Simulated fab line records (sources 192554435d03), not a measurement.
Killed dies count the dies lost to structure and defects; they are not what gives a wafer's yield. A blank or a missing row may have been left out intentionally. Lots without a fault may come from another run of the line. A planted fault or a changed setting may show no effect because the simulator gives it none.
Split-lot trial :: flow n5-finfet :: on a route of 1938 steps: 7 lots, 39 wafers read

== SPLIT DETAILS ==
At N5_MOL_CONTACT_COAG_SPUTTER_130 (material Co, target thk 47.5 nm), the setting power-w was moved away from the recipe's 3000 W on 18 of the 39 wafers read, by -16.1% to +17.7%. For the rest of the wafers, this setting stayed at what the recipe calls for.

The reading is taken at the split's own step.

== THE READING ==
Co_of_MOL_CONTACT_COAG_SPUTTER_130.thk-nm (the simulator's own value, which no gauge read), in nm, at N5_MOL_CONTACT_COAG_SPUTTER_130 (material Co, target thk 47.5 nm). The file gives no usual value for it. The 21 wafers here that ran the recipe average 47.4 nm, standard deviation 0.46 nm.

wafer: L074.2
tool, chamber at the split: pvd-sputter-02, -
power-w as run, W: 3000
against the recipe: recipe
Co_of_MOL_CONTACT_COAG_SPUTTER_130.thk-nm, nm: 48.2
against lot-mates on the recipe: -

wafer: L074.5
tool, chamber at the split: pvd-sputter-02, -
power-w as run, W: 3000
against the recipe: recipe
Co_of_MOL_CONTACT_COAG_SPUTTER_130.thk-nm, nm: 47.4
against lot-mates on the recipe: -

wafer: L074.6
tool, chamber at the split: pvd-sputter-02, -
power-w as run, W: 3000
against the recipe: recipe
Co_of_MOL_CONTACT_COAG_SPUTTER_130.thk-nm, nm: 47.8
against lot-mates on the recipe: -

wafer: L075.1
tool, chamber at the split: pvd-sputter-03, -
power-w as run, W: 2560
against the recipe: -14.7%
Co_of_MOL_CONTACT_COAG_SPUTTER_130.thk-nm, nm: 40.4
against lot-mates on the recipe: -6.7

wafer: L075.6
tool, chamber at the split: pvd-sputter-03, -
power-w as run, W: 2560
against the recipe: -14.7%
Co_of_MOL_CONTACT_COAG_SPUTTER_130.thk-nm, nm: 40.4
against lot-mates on the recipe: -6.7

wafer: L075.2
tool, chamber at the split: pvd-sputter-03, -
power-w as run, W: 3000
against the recipe: recipe
Co_of_MOL_CONTACT_COAG_SPUTTER_130.thk-nm, nm: 47.4
against lot-mates on the recipe: -

wafer: L075.3
tool, chamber at the split: pvd-sputter-03, -
power-w as run, W: 3000
against the recipe: recipe
Co_of_MOL_CONTACT_COAG_SPUTTER_130.thk-nm, nm: 46.8
against lot-mates on the recipe: -

wafer: L075.4
tool, chamber at the split: pvd-sputter-03, -
power-w as run, W: 2560
against the recipe: -14.7%
Co_of_MOL_CONTACT_COAG_SPUTTER_130.thk-nm, nm: 40.2
against lot-mates on the recipe: -6.9

wafer: L075.5
tool, chamber at the split: pvd-sputter-03, -
power-w as run, W: 3000
against the recipe: recipe
Co_of_MOL_CONTACT_COAG_SPUTTER_130.thk-nm, nm: 47.2
against lot-mates on the recipe: -

wafer: L079.1
tool, chamber at the split: pvd-sputter-02, -
power-w as run, W: 3000
against the recipe: recipe
Co_of_MOL_CONTACT_COAG_SPUTTER_130.thk-nm, nm: 47.4
against lot-mates on the recipe: -

wafer: L079.2
tool, chamber at the split: pvd-sputter-02, -
power-w as run, W: 3000
against the recipe: recipe
Co_of_MOL_CONTACT_COAG_SPUTTER_130.thk-nm, nm: 48
against lot-mates on the recipe: -

wafer: L079.3
tool, chamber at the split: pvd-sputter-02, -
power-w as run, W: 3363
against the recipe: +12.1%
Co_of_MOL_CONTACT_COAG_SPUTTER_130.thk-nm, nm: 53.6
against lot-mates on the recipe: +5.9

wafer: L079.6
tool, chamber at the split: pvd-sputter-02, -
power-w as run, W: 3363
against the recipe: +12.1%
Co_of_MOL_CONTACT_COAG_SPUTTER_130.thk-nm, nm: 53.6
against lot-mates on the recipe: +5.9

wafer: L079.4
tool, chamber at the split: pvd-sputter-02, -
power-w as run, W: 3000
against the recipe: recipe
Co_of_MOL_CONTACT_COAG_SPUTTER_130.thk-nm, nm: 47.8
against lot-mates on the recipe: -

wafer: L079.5
tool, chamber at the split: pvd-sputter-02, -
power-w as run, W: 3363
against the recipe: +12.1%
Co_of_MOL_CONTACT_COAG_SPUTTER_130.thk-nm, nm: 53
against lot-mates on the recipe: +5.3

wafer: L080.1
tool, chamber at the split: pvd-sputter-03, -
power-w as run, W: 3000
against the recipe: recipe
Co_of_MOL_CONTACT_COAG_SPUTTER_130.thk-nm, nm: 47
against lot-mates on the recipe: -

wafer: L080.2
tool, chamber at the split: pvd-sputter-03, -
power-w as run, W: 2599
against the recipe: -13.4%
Co_of_MOL_CONTACT_COAG_SPUTTER_130.thk-nm, nm: 40.2
against lot-mates on the recipe: -6.7

wafer: L080.3
tool, chamber at the split: pvd-sputter-03, -
power-w as run, W: 3000
against the recipe: recipe
Co_of_MOL_CONTACT_COAG_SPUTTER_130.thk-nm, nm: 46.8
against lot-mates on the recipe: -

wafer: L080.6
tool, chamber at the split: pvd-sputter-03, -
power-w as run, W: 3000
against the recipe: recipe
Co_of_MOL_CONTACT_COAG_SPUTTER_130.thk-nm, nm: 46.8
against lot-mates on the recipe: -

wafer: L080.4
tool, chamber at the split: pvd-sputter-03, -
power-w as run, W: 2599
against the recipe: -13.4%
Co_of_MOL_CONTACT_COAG_SPUTTER_130.thk-nm, nm: 41
against lot-mates on the recipe: -5.9

wafer: L080.5
tool, chamber at the split: pvd-sputter-03, -
power-w as run, W: 2599
against the recipe: -13.4%
Co_of_MOL_CONTACT_COAG_SPUTTER_130.thk-nm, nm: 40.8
against lot-mates on the recipe: -6.1

wafer: L082.1
tool, chamber at the split: pvd-sputter-03, -
power-w as run, W: 3532
against the recipe: +17.7%
Co_of_MOL_CONTACT_COAG_SPUTTER_130.thk-nm, nm: 55.8
against lot-mates on the recipe: +8.5

wafer: L082.2
tool, chamber at the split: pvd-sputter-03, -
power-w as run, W: 3000
against the recipe: recipe
Co_of_MOL_CONTACT_COAG_SPUTTER_130.thk-nm, nm: 47.2
against lot-mates on the recipe: -

wafer: L082.6
tool, chamber at the split: pvd-sputter-03, -
power-w as run, W: 3000
against the recipe: recipe
Co_of_MOL_CONTACT_COAG_SPUTTER_130.thk-nm, nm: 47.2
against lot-mates on the recipe: -

wafer: L082.3
tool, chamber at the split: pvd-sputter-03, -
power-w as run, W: 3532
against the recipe: +17.7%
Co_of_MOL_CONTACT_COAG_SPUTTER_130.thk-nm, nm: 56
against lot-mates on the recipe: +8.7

wafer: L082.5
tool, chamber at the split: pvd-sputter-03, -
power-w as run, W: 3532
against the recipe: +17.7%
Co_of_MOL_CONTACT_COAG_SPUTTER_130.thk-nm, nm: 56
against lot-mates on the recipe: +8.7

wafer: L082.4
tool, chamber at the split: pvd-sputter-03, -
power-w as run, W: 3000
against the recipe: recipe
Co_of_MOL_CONTACT_COAG_SPUTTER_130.thk-nm, nm: 47.6
against lot-mates on the recipe: -

wafer: L087.1
tool, chamber at the split: pvd-sputter-01, -
power-w as run, W: 3185
against the recipe: +6.2%
Co_of_MOL_CONTACT_COAG_SPUTTER_130.thk-nm, nm: 49.6
against lot-mates on the recipe: +1.6

wafer: L087.2
tool, chamber at the split: pvd-sputter-01, -
power-w as run, W: 3000
against the recipe: recipe
Co_of_MOL_CONTACT_COAG_SPUTTER_130.thk-nm, nm: 47.8
against lot-mates on the recipe: -

wafer: L087.3
tool, chamber at the split: pvd-sputter-01, -
power-w as run, W: 3185
against the recipe: +6.2%
Co_of_MOL_CONTACT_COAG_SPUTTER_130.thk-nm, nm: 50.2
against lot-mates on the recipe: +2.2

wafer: L087.4
tool, chamber at the split: pvd-sputter-01, -
power-w as run, W: 3000
against the recipe: recipe
Co_of_MOL_CONTACT_COAG_SPUTTER_130.thk-nm, nm: 48.2
against lot-mates on the recipe: -

wafer: L087.5
tool, chamber at the split: pvd-sputter-01, -
power-w as run, W: 3185
against the recipe: +6.2%
Co_of_MOL_CONTACT_COAG_SPUTTER_130.thk-nm, nm: 49.8
against lot-mates on the recipe: +1.8

wafer: L087.6
tool, chamber at the split: pvd-sputter-01, -
power-w as run, W: 3000
against the recipe: recipe
Co_of_MOL_CONTACT_COAG_SPUTTER_130.thk-nm, nm: 48
against lot-mates on the recipe: -

wafer: L095.1
tool, chamber at the split: pvd-sputter-03, -
power-w as run, W: 3000
against the recipe: recipe
Co_of_MOL_CONTACT_COAG_SPUTTER_130.thk-nm, nm: 47
against lot-mates on the recipe: -

wafer: L095.2
tool, chamber at the split: pvd-sputter-03, -
power-w as run, W: 2516
against the recipe: -16.1%
Co_of_MOL_CONTACT_COAG_SPUTTER_130.thk-nm, nm: 39.6
against lot-mates on the recipe: -7.4

wafer: L095.3
tool, chamber at the split: pvd-sputter-03, -
power-w as run, W: 3000
against the recipe: recipe
Co_of_MOL_CONTACT_COAG_SPUTTER_130.thk-nm, nm: 47.2
against lot-mates on the recipe: -

wafer: L095.4
tool, chamber at the split: pvd-sputter-03, -
power-w as run, W: 2516
against the recipe: -16.1%
Co_of_MOL_CONTACT_COAG_SPUTTER_130.thk-nm, nm: 38.8
against lot-mates on the recipe: -8.2

wafer: L095.5
tool, chamber at the split: pvd-sputter-03, -
power-w as run, W: 2516
against the recipe: -16.1%
Co_of_MOL_CONTACT_COAG_SPUTTER_130.thk-nm, nm: 39
against lot-mates on the recipe: -8.0

wafer: L095.6
tool, chamber at the split: pvd-sputter-03, -
power-w as run, W: 3000
against the recipe: recipe
Co_of_MOL_CONTACT_COAG_SPUTTER_130.thk-nm, nm: 46.8
against lot-mates on the recipe: -

THE FIT
A straight line over all 39 wafers: Co_of_MOL_CONTACT_COAG_SPUTTER_130.thk-nm changes by +0.49 nm for each +1% of power-w; r = +1.00; the points scatter about the line by 0.43 nm.
The same after taking each lot's own level away (the mean of its wafers on the recipe; 39 wafers): +0.47 nm for each +1%; r = +1.00; scatter 0.39 nm.
Per that fit: largest power-w move, reading shift of 8.3 nm.
From 46.87 to 48.00 nm: that is the span of the lots' own levels, equal to 2.5 times the standard deviation above.
So the lot-to-lot level changes the slope little: the two slopes agree.
Check: with one of the wafers moved furthest among these (+17.7%) left out of the fit, the line predicts +8.23 nm for it against its lot-mates. Against them it came out at +8.47 nm.

== OTHER SPLITS APPLIED TO THESE WAFERS ==
These wafers also went through other splits before the reading. Each is held against what the fit with the lots' levels taken away leaves over:
other split on the same wafers: N5_FIN_CUT_CUT_ETCH_26 source-w
wafers away from the commonest value: 15
r with Co_of_MOL_CONTACT_COAG_SPUTTER_130.thk-nm (lot level and that fit taken away): +0.01

other split on the same wafers: N5_DUMMY_GATE_CVD_03 temp-c
wafers away from the commonest value: 24
r with Co_of_MOL_CONTACT_COAG_SPUTTER_130.thk-nm (lot level and that fit taken away): +0.40

other split on the same wafers: N5_DUMMY_GATE_ETCH_37 source-w
wafers away from the commonest value: 15
r with Co_of_MOL_CONTACT_COAG_SPUTTER_130.thk-nm (lot level and that fit taken away): -0.14

other split on the same wafers: N5_DUMMY_GATE_ETCH_32 time-s
wafers away from the commonest value: 15
r with Co_of_MOL_CONTACT_COAG_SPUTTER_130.thk-nm (lot level and that fit taken away): +0.02

== FILE'S OWN FIT ==
Co_of_MOL_CONTACT_COAG_SPUTTER_130.thk-nm changes by +0.47 nm for each +1% of power-w, r = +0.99.
